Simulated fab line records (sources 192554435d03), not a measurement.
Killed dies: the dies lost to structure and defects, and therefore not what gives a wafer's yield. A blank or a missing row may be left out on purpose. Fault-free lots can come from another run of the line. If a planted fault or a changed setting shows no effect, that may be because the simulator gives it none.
The tool behind it: which one? || flow n5Finfet || 12 lots with 31 wafers sampled at 4 steps, on a route of 1938 steps

== WHAT EACH GAUGE READ, for each wafer ==
N5_BEOL_M12_CD_MEAS_10: the cd target is 140 nm.
{"lot": "L573", "measured": "day 11 02:54", "on": "cdSem-03", "cdNm (nm)": "140.7 143.7"}
{"lot": "L575", "measured": "day 11 03:20", "on": "cdSem-03", "cdNm (nm)": "139.6 145.1"}
{"lot": "L579", "measured": "day 12 00:17", "on": "cdSem-01", "cdNm (nm)": "138.6 139.9 141.9"}
{"lot": "L578", "measured": "day 12 04:08", "on": "cdSem-02", "cdNm (nm)": "141.2 140.3 140.3"}
{"lot": "L580", "measured": "day 12 07:11", "on": "cdSem-03", "cdNm (nm)": "141.3 142.0"}
{"lot": "L584", "measured": "day 13 10:47", "on": "cdSem-03", "cdNm (nm)": "141.9 140.6"}
{"lot": "L582", "measured": "day 13 10:57", "on": "cdSem-01", "cdNm (nm)": "142.8 142.9 142.0"}
{"lot": "L586", "measured": "day 13 17:34", "on": "cdSem-03", "cdNm (nm)": "143.5 140.2 139.9"}
{"lot": "L588", "measured": "day 15 02:54", "on": "cdSem-01", "cdNm (nm)": "131.6 130.4 132.5"}
{"lot": "L589", "measured": "day 15 05:09", "on": "cdSem-02", "cdNm (nm)": "135.3 134.1 135.2"}
{"lot": "L593", "measured": "day 16 07:03", "on": "cdSem-02", "cdNm (nm)": "141.1 140.0"}
{"lot": "L596", "measured": "day 16 13:34", "on": "cdSem-03", "cdNm (nm)": "139.6 140.6 139.2"}

N5_BEOL_M12_OVL_MEAS_11.
{"lot": "L573", "measured": "day 11 02:56", "on": "overlay-01", "V11_OVL (nm)": "-7 -8"}
{"lot": "L575", "measured": "day 11 03:22", "on": "overlay-01", "V11_OVL (nm)": "-6 -6"}
{"lot": "L579", "measured": "day 12 00:20", "on": "overlay-01", "V11_OVL (nm)": "2 -8 -7"}
{"lot": "L578", "measured": "day 12 04:10", "on": "overlay-01", "V11_OVL (nm)": "-11 -17 -8"}
{"lot": "L580", "measured": "day 12 07:13", "on": "overlay-01", "V11_OVL (nm)": "-1 7"}
{"lot": "L584", "measured": "day 13 10:49", "on": "overlay-02", "V11_OVL (nm)": "-12 -5"}
{"lot": "L582", "measured": "day 13 10:59", "on": "overlay-02", "V11_OVL (nm)": "-2 -6 3"}
{"lot": "L586", "measured": "day 13 17:36", "on": "overlay-02", "V11_OVL (nm)": "-2 -7 0"}
{"lot": "L588", "measured": "day 15 02:56", "on": "overlay-01", "V11_OVL (nm)": "-2 -2 -9"}
{"lot": "L589", "measured": "day 15 05:11", "on": "overlay-02", "V11_OVL (nm)": "-4 -7 2"}
{"lot": "L593", "measured": "day 16 07:05", "on": "overlay-02", "V11_OVL (nm)": "-4 -2"}
{"lot": "L596", "measured": "day 16 13:35", "on": "overlay-02", "V11_OVL (nm)": "-9 -8 -13"}

== EACH LOT AND THE TOOL THAT RAN IT (in order: tool; ch and the chambers of the sampled wafers; start) ==
{"lot": "L573", "N5_BEOL_M11_CURE_72": "uvCure-03 ch 0, day 10 22:57", "N5_BEOL_M12_PEB_08": "lithoTrack-04 ch 0, day 11 02:47"}
{"lot": "L575", "N5_BEOL_M11_CURE_72": "uvCure-01 ch 1, day 10 23:25", "N5_BEOL_M12_PEB_08": "lithoTrack-04 ch 0, day 11 03:13"}
{"lot": "L579", "N5_BEOL_M11_CURE_72": "uvCure-01 ch 1, day 11 21:26", "N5_BEOL_M12_PEB_08": "lithoTrack-04 ch 0, day 12 00:11"}
{"lot": "L578", "N5_BEOL_M11_CURE_72": "uvCure-01 ch 2, day 12 00:49", "N5_BEOL_M12_PEB_08": "lithoTrack-01 ch 0, day 12 04:01"}
{"lot": "L580", "N5_BEOL_M11_CURE_72": "uvCure-03 ch 0, day 12 04:38", "N5_BEOL_M12_PEB_08": "lithoTrack-01 ch 0, day 12 07:04"}
{"lot": "L584", "N5_BEOL_M11_CURE_72": "uvCure-02 ch 2, day 13 07:55", "N5_BEOL_M12_PEB_08": "lithoTrack-01 ch 0, day 13 10:40"}
{"lot": "L582", "N5_BEOL_M11_CURE_72": "uvCure-03 ch 2, day 13 08:13", "N5_BEOL_M12_PEB_08": "lithoTrack-01 ch 0, day 13 10:50"}
{"lot": "L586", "N5_BEOL_M11_CURE_72": "uvCure-01 ch 2, day 13 13:52", "N5_BEOL_M12_PEB_08": "lithoTrack-04 ch 0, day 13 17:28"}
{"lot": "L588", "N5_BEOL_M11_CURE_72": "uvCure-03 ch 1, day 14 23:07", "N5_BEOL_M12_PEB_08": "lithoTrack-01 ch 0, day 15 02:47"}
{"lot": "L589", "N5_BEOL_M11_CURE_72": "uvCure-03 ch 1, day 15 00:40", "N5_BEOL_M12_PEB_08": "lithoTrack-01 ch 0, day 15 05:02"}
{"lot": "L593", "N5_BEOL_M11_CURE_72": "uvCure-03 ch 1, day 16 04:16", "N5_BEOL_M12_PEB_08": "lithoTrack-05 ch 0, day 16 06:56"}
{"lot": "L596", "N5_BEOL_M11_CURE_72": "uvCure-02 ch 1, day 16 10:26", "N5_BEOL_M12_PEB_08": "lithoTrack-05 ch 0, day 16 13:27"}
- N5_BEOL_M11_CURE_72: cures SiCOH lowk, time 120 s.
- N5_BEOL_M12_PEB_08: peb time 90 s.

== AS READ BY THE TOOLS THEMSELVES (means over the sampled wafers that have a number; for cases with no such wafer, the mark the record gives instead) ==
N5_BEOL_M11_CURE_72.
{"lot": "L573", "tool": "uvCure-03", "lampPowerPct (%)": 52.29, "wafer_temp_C_max": 371.5}
{"lot": "L575", "tool": "uvCure-01", "lampPowerPct (%)": 52.25, "wafer_temp_C_max": 371.4}
{"lot": "L579", "tool": "uvCure-01", "lampPowerPct (%)": 52.31, "wafer_temp_C_max": 371.5}
{"lot": "L578", "tool": "uvCure-01", "lampPowerPct (%)": 52.34, "wafer_temp_C_max": 371.7}
{"lot": "L580", "tool": "uvCure-03", "lampPowerPct (%)": 52.30, "wafer_temp_C_max": 372.0}
{"lot": "L584", "tool": "uvCure-02", "lampPowerPct (%)": 52.35, "wafer_temp_C_max": 371.1}
{"lot": "L582", "tool": "uvCure-03", "lampPowerPct (%)": 52.34, "wafer_temp_C_max": 372.4}
{"lot": "L586", "tool": "uvCure-01", "lampPowerPct (%)": 52.29, "wafer_temp_C_max": 371.8}
{"lot": "L588", "tool": "uvCure-03", "lampPowerPct (%)": 52.32, "wafer_temp_C_max": 371.6}
{"lot": "L589", "tool": "uvCure-03", "lampPowerPct (%)": 52.32, "wafer_temp_C_max": 371.6}
{"lot": "L593", "tool": "uvCure-03", "lampPowerPct (%)": 52.34, "wafer_temp_C_max": 371.7}
{"lot": "L596", "tool": "uvCure-02", "lampPowerPct (%)": 52.26, "wafer_temp_C_max": 371.4}

N5_BEOL_M12_PEB_08.
{"lot": "L573", "tool": "lithoTrack-04", "heaterPowerTotalW (W)": 171.6, "plateTempC (C)": 129.97}
{"lot": "L575", "tool": "lithoTrack-04", "heaterPowerTotalW (W)": 173.2, "plateTempC (C)": 130.10}
{"lot": "L579", "tool": "lithoTrack-04", "heaterPowerTotalW (W)": 172.7, "plateTempC (C)": 130.24}
{"lot": "L578", "tool": "lithoTrack-01", "heaterPowerTotalW (W)": 172.4, "plateTempC (C)": 129.78}
{"lot": "L580", "tool": "lithoTrack-01", "heaterPowerTotalW (W)": 171.8, "plateTempC (C)": 130.14}
{"lot": "L584", "tool": "lithoTrack-01", "heaterPowerTotalW (W)": 172.1, "plateTempC (C)": 130.03}
{"lot": "L582", "tool": "lithoTrack-01", "heaterPowerTotalW (W)": 172.6, "plateTempC (C)": 130.02}
{"lot": "L586", "tool": "lithoTrack-04", "heaterPowerTotalW (W)": 172.9, "plateTempC (C)": 130.04}
{"lot": "L588", "tool": "lithoTrack-01", "heaterPowerTotalW (W)": 168.5, "plateTempC (C)": 128.06}
{"lot": "L589", "tool": "lithoTrack-01", "heaterPowerTotalW (W)": 169.0, "plateTempC (C)": 127.86}
{"lot": "L593", "tool": "lithoTrack-05", "heaterPowerTotalW (W)": 172.9, "plateTempC (C)": 130.12}
{"lot": "L596", "tool": "lithoTrack-05", "heaterPowerTotalW (W)": 173.0, "plateTempC (C)": 130.01}

== THE ANSWER, worked out from the rows above alone ==
Rule: what is usual is taken from the lots themselves. The widest of any qualifying gaps counts: lots, ordered by their means at a reading, are off when they make up no more than a third of the lots, leave a main group of 4 or more, and stand apart from it by 3 or more times the standard deviation of that group's means. A main group whose means are all the same, to the digits that the tables above print for the reading, isn't used. Also off: a lot with no number at a reading for which 4 or more lots have one. All remaining lots with rows at the step are treated as sound. The gauges are gone through in route order, then the tools' own readings, and for those a lot's mean is taken as printed above. The first step at which some lot is off is used, and at that step the reading that is off furthest; a lot without a number counts as furthest.
Off at N5_BEOL_M12_CD_MEAS_10 (cdNm): L588, L589. The main group has a mean of 141.2 nm with a standard deviation of 0.91.
A tool fits if, at a process step before that reading, it ran every lot that is off, and no sound lot after the first of them. Not tried: the gauges at N5_BEOL_M12_CD_MEAS_10; whatever is off there is also off at N5_BEOL_M12_PEB_08, on other tools, and gauge error can't account for it. One fits: N5_BEOL_M12_PEB_08 on lithoTrack-01. A fault onset in the window from L582 (day 13 10:50, its last sound lot) to L588 (day 15 02:47, its first lot off) fits.
The tool's own readings at N5_BEOL_M12_PEB_08 bear it out: on the lots that are off they differ by more than 5 times the standard deviation of the sound lots' means. heaterPowerTotalW reads 168.8 W there against 172.5 W on the sound lots; plateTempC reads 127.96 C there against 130.04 C on the sound lots.

== WHAT WAS PUT IN BY THE SIMULATOR ==
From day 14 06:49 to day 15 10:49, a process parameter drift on lithoTrack-01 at N5_BEOL_M12_PEB_08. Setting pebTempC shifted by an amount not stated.
Shown lots that were struck: L588, L589. Same finding as the rule above.
